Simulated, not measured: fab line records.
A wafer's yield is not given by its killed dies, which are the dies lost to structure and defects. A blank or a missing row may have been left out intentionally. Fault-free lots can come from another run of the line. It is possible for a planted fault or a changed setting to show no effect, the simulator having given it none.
Matching of chambers | flow n5_finfet | 4 sister chambers for N5_GATE_CUT_DESCUM_18 on rie_diel-04
The step chemistry O2, time 7 s. 8 wafers are shown with their chamber, then 7 later ones without.

== WAFERS PAIRED WITH THEIR CHAMBERS ==
wafer  | chamber | drypump_motor_current_A (A) | showerhead_plenum_p_Torr (Torr)
L336.2 | 2       | 5.61                        | 1.97
L342.2 | 2       | 5.61                        | 1.97
L343.1 | 0       | 5.54                        | 1.99
L347.3 | 3       | 6.20                        | 2.08
L347.4 | 1       | 6.00                        | 2.04
L347.6 | 0       | 5.55                        | 1.99
L348.1 | 3       | 6.19                        | 2.08
L348.3 | 1       | 6.03                        | 2.03

== WAFERS WHOSE CHAMBER IS MISSING ==
wafer  | drypump_motor_current_A (A) | showerhead_plenum_p_Torr (Torr)
L348.4 | 6.01                        | 2.03
L349.2 | 6.19                        | 2.08
L349.5 | 6.19                        | 2.08
L349.6 | 5.49                        | 1.98
L354.1 | 5.57                        | 1.98
L354.2 | 5.99                        | 2.03
L354.3 | 5.61                        | 2.22

== CHAMBER TAKEN BY EACH ==
wafer  | from the rows above     | in truth
L348.4 | 1                       | 1
L349.2 | 3                       | 3
L349.5 | 3                       | 3
L349.6 | 0                       | 0
L354.1 | can't be placed: 0 or 2 | 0
L354.2 | 1                       | 1
L354.3 | can't be placed: 1 or 3 | 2
Placed correctly: 5 of 7. Not placeable from these rows: 2 (in 1, the candidates include the true chamber). Wrongly placed: 0.
How it was worked out, from the rows above alone: a wafer's distance from a chamber is the root of the sum, over the readings, of the square of ((its reading less the chamber's mean) divided by the reading's scatter). The wafer belongs to the nearest chamber; if the next one is less than 2 further off, it can't be placed. The mean given for a chamber averages the wafers shown for that chamber. The scatter: the root of (the sum of the squares of (reading less its chamber's mean) over the shown wafers, divided by (wafers less chambers)).
